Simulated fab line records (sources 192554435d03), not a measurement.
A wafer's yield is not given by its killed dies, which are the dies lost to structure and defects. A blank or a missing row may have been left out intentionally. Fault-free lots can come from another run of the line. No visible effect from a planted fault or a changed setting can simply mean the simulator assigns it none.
fab line records	flow n5_finfet
[record] lots = 9	wafers = 27	last_day = 18
route steps=1938 shown SPACER0@260 SD_EPI_N@271 SD_ACTIVATION@332 BEOL_M4@1111 PASSIVATION@1936
lots untouched by any fault: they come from a run of this same line in which no faults occurred
start_h: hours from the record's opening day to when the first of the lot's shown wafers began	wait_h: time in hours since the lot's previous step	" repeats the value in the row above	L1.1+2: a row that stands for several wafers	- either no value or no given start	* or withheld: withheld	< > ~ a bound
route shown NAME@n: a module of which the file shows steps, and the number in the route of the first	usual: mean/standard deviation taken from wafers without a fault	same: alike in all rows	chamber/n: place in a boat	sites: readings site by site	_std_site: standard deviation of those values	_edge_site: inner sites' mean taken away from outer sites' mean	radius_mm: how far each site lies from the wafer's centre	mask NAME#n: copy n	behind: the tool/chamber that last shaped the wafer	hold: what put the lot on hold/how long, in hours/how the hold closed	device: which transistor (n, p or np) failed to switch	end of line: the same wafers' tests at the end of the route	where a step has no rows: the recipe by itself	killed: dies that structure and defects cost at the first sort, which is not the same as the wafer's yield	map: shows each die of a wafer: x if killed, . if not, _ if none is there
set.NAME: the setting the step ran with; set.NAME@STEP: the setting that earlier step ran with	model.NAME: the simulator's own value behind a step, which no gauge read
a sample of lots followed through the steps of the route, with each step as a table and each wafer as a row
services: the hour from which a tool's chamber was out of use, counted from the record's first day as start_h (under 0 if before that day), plus the number of hours and why
[[steps]]
[step N5_SPACER0_ALD_08]
[recipe] material = SiNx	target_thk_a = 20	temp_c = 400	ald_precursor_family = SiH2I2	ald_co_reactant = N2/H2-plasma	pressure_torr = 2
[usual] heater_power_w = 889/75	susceptor_temp_C = 400.01/0.22
lot.wafer	tool	chamber	start_h	wait_h	heater_power_w	susceptor_temp_C
L487.3	ald_sin-04	3	49.71	0.1	939	400.04
L487.4	"	1	"	"	791	400.16
L487.6	"	3	"	"	934	400.02
L488.1	ald_sin-04	2	54.20	0.1	863	400.09
L488.3	"	1	"	"	762	400.16
L488.5	"	0	"	"	893	399.98
L490.1	ald_sin-04	2	67.05	0.1	860	399.93
L490.2	"	0	"	"	881	400.34
L490.6	"	1	"	"	760	399.96
L492.2	ald_sin-04	0	79.31	0.1	862	400.09
L492.3	"	1	"	"	778	400.02
L492.6	"	3	"	"	925	400.04
L501.1	ald_sin-03	3	135.40	0.1	956	400.18
L501.3	"	1	"	"	906	399.96
L501.6	"	2	"	"	847	399.50
L505.1	ald_sin-01	2	157.70	0.1	914	399.60
L505.2	"	0	"	"	790	399.71
L505.5	"	3	"	"	1040	399.73
L507.3	ald_sin-01	1	167.73	0.1	986	399.78
L507.4	"	3	"	"	1030	399.80
L507.5	"	2	"	"	906	400.20
L509.2	ald_sin-01	2	180.69	0.1	907	400.11
L509.4	"	0	"	"	775	399.65
L509.6	"	0	"	"	764	399.88
L510.2	ald_sin-03	3	185.43	0.1	985	399.52
L510.3	"	0	"	"	799	400.12
L510.5	"	2	"	"	844	399.90
[step N5_SD_EPI_N_OVL_MEAS_10]
[recipe] points_per_wafer = 44
[usual] SD_N_BLK_OVL = 0.4/0.69
[same] points_per_wafer = 44
lot.wafer	tool	chamber	start_h	wait_h	SD_N_BLK_OVL[nm]
L487.3	overlay-02	0	50.30	0.0	0.0
L487.4	"	0	"	"	0.0
L487.6	"	0	"	"	-0.4
L488.1	overlay-02	0	54.66	0.0	0.1
L488.3	"	0	"	"	0.6
L488.5	"	0	"	"	0.4
L490.1	overlay-02	0	67.64	0.0	0.8
L490.2	"	0	"	"	-0.1
L490.6	"	0	"	"	0.8
L492.2	overlay-01	0	79.91	0.0	0.2
L492.3	"	0	"	"	-0.4
L492.6	"	0	"	"	-0.2
L501.1	overlay-02	0	135.86	0.0	1.1
L501.3	"	0	"	"	1.3
L501.6	"	0	"	"	1.3
L505.1	overlay-02	0	158.16	0.0	0.3
L505.2	"	0	"	"	0.7
L505.5	"	0	"	"	0.4
L507.3	overlay-02	0	168.32	0.0	0.4
L507.4	"	0	"	"	-0.2
L507.5	"	0	"	"	-0.4
L509.2	overlay-01	0	181.27	0.0	-0.8
L509.4	"	0	"	"	0.2
L509.6	"	0	"	"	0.2
L510.2	overlay-01	0	185.89	0.0	1.9
L510.3	"	0	"	"	1.1
L510.5	"	0	"	"	0.7
[step N5_SD_EPI_N_VAPOR_ETCH_50]
[recipe] chemistry = HCl	target = Si	temp_c = 775	time_s = 54	pressure_torr = 20	mode = isotropic
[usual] susceptor_temp_C = 775.1/0.33	throttle_valve_pct = 12.2/0.41
lot.wafer	tool	chamber	start_h	wait_h	susceptor_temp_C	throttle_valve_pct
L487.3	epi_rpcvd-02	0	51.93	0.2	774.8	12.8
L487.4	"	0	"	"	775.5	12.9
L487.6	"	0	"	"	774.6	12.5
L488.1	epi_rpcvd-03	0	56.33	0.4	775.0	12.2
L488.3	"	0	"	"	774.9	11.9
L488.5	"	0	"	"	774.8	12.0
L490.1	epi_rpcvd-04	0	71.83	0.5	775.4	11.9
L490.2	"	0	"	"	775.8	12.0
L490.6	"	0	"	"	775.7	11.8
L492.2	epi_rpcvd-02	0	81.52	0.3	775.4	12.7
L492.3	"	0	"	"	775.1	12.4
L492.6	"	0	"	"	775.2	12.6
L501.1	epi_rpcvd-04	0	137.81	0.3	774.7	11.7
L501.3	"	0	"	"	774.8	11.9
L501.6	"	0	"	"	774.7	11.9
L505.1	epi_rpcvd-04	0	160.49	0.3	775.4	12.0
L505.2	"	0	"	"	775.3	11.8
L505.5	"	0	"	"	775.7	12.0
L507.3	epi_rpcvd-03	0	170.15	0.3	775.1	12.0
L507.4	"	0	"	"	775.2	11.7
L507.5	"	0	"	"	775.5	11.8
L509.2	epi_rpcvd-02	0	183.11	0.4	775.0	12.7
L509.4	"	0	"	"	775.1	12.7
L509.6	"	0	"	"	775.0	12.6
L510.2	epi_rpcvd-03	0	187.60	0.4	775.4	11.9
L510.3	"	0	"	"	775.1	12.0
L510.5	"	0	"	"	775.0	11.8
[step N5_SD_EPI_N_EPI_21]
[recipe] material = Si:P	dopant = P	temp_c = 680	pressure_torr = 255	time_s = 690
[usual] epi_growth_time_s = 690/0	susceptor_temp_C = 679.99/0.28
lot.wafer	tool	chamber	start_h	wait_h	epi_growth_time_s	susceptor_temp_C
L487.3	epi_rpcvd-02	0	52.61	0.7	690	679.65
L487.4	"	0	"	"	690	679.52
L487.6	"	0	"	"	690	679.92
L488.1	epi_rpcvd-03	0	56.57	0.2	690	679.92
L488.3	"	0	"	"	690	680.11
L488.5	"	0	"	"	690	680.58
L490.1	epi_rpcvd-04	0	72.07	0.2	690	679.39
L490.2	"	0	"	"	690	680.05
L490.6	"	0	73.94	1.9	690	679.82
L492.2	epi_rpcvd-02	0	81.95	0.4	690	680.35
L492.3	"	0	"	"	690	679.80
L492.6	"	0	"	"	690	679.84
L501.1	epi_rpcvd-04	0	137.99	0.1	783.41	679.98
L501.3	"	0	"	"	783.41	679.71
L501.6	"	0	"	"	783.41	680.26
L505.1	epi_rpcvd-04	0	160.67	0.1	783.41	679.73
L505.2	"	0	"	"	783.41	679.75
L505.5	"	0	"	"	783.41	680.07
L507.3	epi_rpcvd-03	0	171.06	0.9	690	679.75
L507.4	"	0	"	"	690	679.39
L507.5	"	0	"	"	690	680.24
L509.2	epi_rpcvd-02	0	183.69	0.5	690	680.37
L509.4	"	0	"	"	690	680.18
L509.6	"	0	"	"	690	680.34
L510.2	epi_rpcvd-03	0	188.18	0.5	690	680.39
L510.3	"	0	"	"	690	680.22
L510.5	"	0	"	"	690	680.14
[step N5_SD_EPI_N_EPI_MEAS_23]
[recipe] mode = xrd
[usual] thk_nm = 58.8/1.2
lot.wafer	tool	chamber	start_h	wait_h	thk_nm
L487.3	film_metro-01	-	53.77	0.9	61.4
L487.4	"	-	"	"	56.1
L487.6	"	-	"	"	59.4
L488.1	film_metro-02	-	58.85	1.9	59.8
L488.3	"	-	"	"	58.1
L488.5	"	-	"	"	59.5
L490.1	film_metro-02	-	74.35	1.9	55.8
L490.2	"	-	"	"	58.0
L490.6	"	-	"	"	55.8
L492.2	film_metro-02	-	83.39	1.2	59.3
L492.3	"	-	"	"	57.8
L492.6	"	-	"	"	58.2
L501.1	film_metro-01	-	139.70	1.4	62.4
L501.3	"	-	"	"	62.8
L501.6	"	-	"	"	61.9
L505.1	film_metro-01	-	162.39	1.4	64.0
L505.2	"	-	"	"	62.0
L505.5	"	-	"	"	62.7
L507.3	film_metro-01	-	172.59	1.2	60.9
L507.4	"	-	"	"	57.8
L507.5	"	-	"	"	58.7
L509.2	film_metro-02	-	185.59	1.5	57.6
L509.4	"	-	"	"	58.4
L509.6	"	-	"	"	57.0
L510.2	film_metro-02	-	190.08	1.5	57.9
L510.3	"	-	"	"	59.8
L510.5	"	-	"	"	58.4
[step N5_SD_ACTIVATION_RS_MEAS_03]
[recipe] thk_meas_gauge = four-point-probe
[usual] RS_SD_N = 21.99/0.26	RS_SD_P = 56.2/0.95
lot.wafer	tool	chamber	start_h	wait_h	RS_SD_N[ohm/sq]	RS_SD_P[ohm/sq]
L487.3	film_metro-01	-	59.41	0.2	21.75	55.4
L487.4	"	-	"	"	22.44	55.0
L487.6	"	-	"	"	21.83	55.7
L488.1	film_metro-01	-	64.85	0.2	21.68	58.4
L488.3	"	-	"	"	22.02	57.9
L488.5	"	-	"	"	21.89	57.7
L490.1	film_metro-02	-	79.56	0.2	22.01	57.1
L490.2	"	-	"	"	21.98	57.6
L490.6	"	-	"	"	22.52	57.9
L492.2	film_metro-02	-	90.73	0.2	21.83	55.7
L492.3	"	-	"	"	22.01	56.8
L492.6	"	-	"	"	21.78	56.5
L501.1	film_metro-01	-	144.98	0.2	20.36	54.7
L501.3	"	-	"	"	20.46	54.5
L501.6	"	-	"	"	20.05	54.6
L505.1	film_metro-01	-	172.25	0.2	20.37	56.7
L505.2	"	-	"	"	20.12	55.3
L505.5	"	-	"	"	20.07	56.8
L507.3	film_metro-01	-	179.12	0.2	21.49	57.7
L507.4	"	-	"	"	22.05	56.4
L507.5	"	-	"	"	21.98	57.8
L509.2	film_metro-02	-	191.67	0.2	22.10	54.6
L509.4	"	-	"	"	22.08	54.1
L509.6	"	-	"	"	22.05	54.4
L510.2	film_metro-02	-	196.36	0.2	22.38	54.9
L510.3	"	-	"	"	21.82	55.3
L510.5	"	-	"	"	21.95	55.9
[step N5_BEOL_M4_RC_MEAS_101]
[usual] DIBL_N = 36.0/2	DIBL_P = 36.2/2.2	IOFF_N = 0.16/0.034	IOFF_P = 0.21/0.04	ION_N = 675/12	ION_P = 463/7.2	RS_SD_N = 28.5/0.4	SS_N = 71.6/0.6	SS_P = 73.3/0.67	VT_N = 250/3	VT_P = -251/3.4
lot.wafer	tool	chamber	start_h	wait_h	DIBL_N[mV/V]	DIBL_P[mV/V]	IOFF_N[nA/um]	IOFF_P[nA/um]	ION_N[uA/um]	ION_P[uA/um]	RS_SD_N[ohm/sq]	SS_N[mV/dec]	SS_P[mV/dec]	VT_N[mV]	VT_P[mV]
L487.3	prober-02	0	169.71	0.3	37.7	36.6	0.17	0.21	670	452	28.0	72.3	74.3	251	-252
L487.4	"	0	"	"	35.6	34.6	0.12	0.18	662	457	29.0	72.2	73.1	253	-255
L487.6	"	0	"	"	35.6	34.4	0.14	0.18	650	451	28.1	71.8	73.6	250	-256
L488.1	prober-01	0	178.60	0.0	38.6	39.1	0.22	0.26	692	468	28.3	71.6	73.7	248	-250
L488.3	"	0	"	"	37.0	37.7	0.19	0.24	684	467	28.6	71.2	73.8	246	-248
L488.5	"	0	"	"	36.2	36.8	0.18	0.22	683	464	28.6	71.8	73.9	245	-250
L490.1	prober-02	0	193.11	0.0	36.7	38.3	0.18	0.23	680	465	29.1	71.9	72.7	249	-249
L490.2	"	0	"	"	34.7	36.3	0.15	0.20	669	461	29.1	71.4	72.7	251	-252
L490.6	"	0	"	"	35.8	37.5	0.16	0.21	669	460	29.7	71.4	72.5	248	-252
L492.2	prober-02	0	215.35	0.2	34.2	32.2	0.12	0.14	656	450	28.6	71.6	72.6	253	-257
L492.3	"	0	"	"	31.3	29.9	0.10	0.12	651	447	28.7	70.8	72.2	254	-256
L492.6	"	0	"	"	34.5	33.6	0.13	0.16	661	454	28.8	70.8	72.6	250	-257
L501.1	prober-02	0	268.85	0.0	34.5	34.6	0.13	0.19	672	464	26.5	71.6	72.6	252	-252
L501.3	"	0	"	"	37.3	38.7	0.17	0.25	677	462	26.7	72.4	74.2	248	-248
L501.6	"	0	"	"	34.7	35.9	0.13	0.21	667	458	26.2	72.0	73.4	252	-250
L507.3	prober-02	0	309.24	0.3	38.0	38.2	0.18	0.23	675	462	27.8	71.4	74.1	250	-248
L507.4	"	0	"	"	38.9	39.1	0.20	0.27	683	470	28.4	72.0	74.2	248	-247
L507.5	"	0	"	"	38.2	38.4	0.18	0.23	682	469	28.4	72.5	74.7	248	-247
L509.2	prober-01	0	311.77	0.2	39.8	39.3	0.24	0.29	696	470	28.7	72.4	74.2	243	-246
L509.4	"	0	"	"	35.9	36.6	0.17	0.23	690	464	28.9	71.0	72.5	247	-247
L509.6	"	0	"	"	35.3	35.1	0.15	0.21	669	467	28.4	71.4	72.7	251	-252
L505.1	prober-01	0	312.55	0.7	33.4	32.6	0.12	0.18	670	465	26.4	70.8	72.4	254	-252
L505.2	"	0	"	"	39.1	40.0	0.23	0.32	697	480	25.9	72.0	74.7	245	-243
L505.5	"	0	"	"	38.7	39.9	0.22	0.30	687	468	25.9	72.4	74.8	247	-247
L510.2	prober-01	0	317.14	0.2	34.0	33.6	0.12	0.18	669	459	29.0	71.1	73.0	253	-252
L510.3	"	0	"	"	35.2	34.5	0.14	0.19	666	456	28.1	71.7	73.5	252	-254
L510.5	"	0	"	"	35.9	34.8	0.15	0.19	673	456	28.1	71.7	72.7	250	-253
[step N5_PASSIVATION_PROBE_49]
[usual] defect_limited_yield = 91.5/1.5	killed_at_M0_to_M3 = 33/10	killed_at_M4_up = 15/6.4	killed_at_contacts = 12/5.4	killed_at_front_end = 38/9.8	killed_at_other = 4/3.1	killed_dies = 101/18	killed_open = 67/14	killed_short = 33/7.9	sort_bin_5_function = 5.0/1	sort_bin_6_memory = 3.2/0.67	sort_n_pass = 1079/18	sort_yield_pct = 91.5/1.5
[same] gross_dies = 1180	killed_at_back_side = 0	sort_bin_4_leakage[%] = 0	sort_bin_8_speed[%] = 0
lot.wafer	tool	chamber	start_h	wait_h	defect_limited_yield[%]	killed_at_M0_to_M3	killed_at_M4_up	killed_at_contacts	killed_at_front_end	killed_at_other	killed_dies	killed_open	killed_short	sort_bin_5_function[%]	sort_bin_6_memory[%]	sort_n_pass	sort_yield_pct[%]
L501.1	prober-02	-	388.97	0.0	91.8	26	21	19	31	0	97	73	24	5.1	3.1	1083	91.8
L501.3	prober-02	-	389.07	0.1	89.7	45	25	4	47	1	122	87	34	5.6	4.6	1058	89.7
L501.6	prober-02	-	389.22	0.3	89.5	51	26	12	32	3	124	92	30	5.6	4.8	1056	89.5
// killed by level:class
L501.1 MOL_CONTACT_COAG:geometric_particle:open=17 STI_FIN_REVEAL:geometric_particle:open=8 BEOL_M2:geometric_particle:open=7 BEOL_M0_SAQP:geometric_particle:short=6 BEOL_M4:geometric_particle:open=6 BEOL_M5:geometric_particle:open=6 FIN_SAQP:geometric_particle:open=5 BEOL_M3:geometric_particle:open=5
L501.3 FIN_SAQP:geometric_particle:open=20 BEOL_M2:geometric_particle:open=15 BEOL_M4:geometric_particle:open=13 BEOL_M0_SAQP:geometric_particle:open=10 BEOL_M0_SAQP:geometric_particle:short=5 BEOL_M4:geometric_particle:short=5 BEOL_M1:geometric_particle:open=5 BEOL_M3:geometric_particle:open=5
L501.6 BEOL_M3:geometric_particle:open=16 BEOL_M4:geometric_particle:open=16 BEOL_M2:geometric_particle:open=13 MOL_CONTACT_COAG:geometric_particle:open=10 STI_FIN_REVEAL:geometric_particle:open=8 GATE_CUT:geometric_particle:open=6 BEOL_M0_SAQP:geometric_particle:short=6 BEOL_M1:geometric_particle:open=6
[[services]]
tool	chamber	start_h	hours	kind
epi_rpcvd-04	-	33.37	8.1	pm
epi_rpcvd-03	-	35.23	2.3	repair
ald_sin-03	-	57.96	6.4	repair
ald_sin-04	3	67.01	5.7	repair
ald_sin-01	3	71.05	3.9	repair
epi_rpcvd-02	-	96.93	6.0	pm
ald_sin-01	-	107.66	6.1	pm
epi_rpcvd-03	-	111.50	2.8	repair
ald_sin-04	0	136.29	5.6	repair
ald_sin-04	-	177.92	14.0	pm
ald_sin-04	0	177.92	14.0	vent_cycle
ald_sin-04	1	177.92	14.0	vent_cycle
ald_sin-04	2	177.92	14.0	vent_cycle
ald_sin-04	3	177.92	14.0	vent_cycle
[[key]]
[first_sign] step = N5_SD_EPI_N_EPI_21	reading = epi_growth_time_s	direction = up	sigmas = 99+	usual = *	struck = *
[effect] step = N5_SD_EPI_N_EPI_MEAS_23	reading = thk_nm	direction = up	sigmas = 3.1	usual = *	struck = *
[effect] step = N5_SD_ACTIVATION_RS_MEAS_03	reading = RS_SD_N	direction = down	sigmas = 6.7	usual = 21.99	struck = 20.24
[effect] step = N5_BEOL_M4_RC_MEAS_101	reading = RS_SD_N	direction = down	sigmas = 5.7	usual = 28.5	struck = 26.3
met_at N5_SD_EPI_N_EPI_21
struck_lots L501,L505
not_acting_at N5_SPACER0_ALD_08,N5_SD_EPI_N_OVL_MEAS_10,N5_SD_EPI_N_VAPOR_ETCH_50
onset_between 72.07 137.99
[fault] kind = process_parameter_drift	tool = epi_rpcvd-04	chamber = -	onset_h = 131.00	steps = N5_SD_EPI_N_EPI_21	channel = epi_growth_time_s	offset = *	shape = step	end_h = 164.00	acts_in = *	stated = *
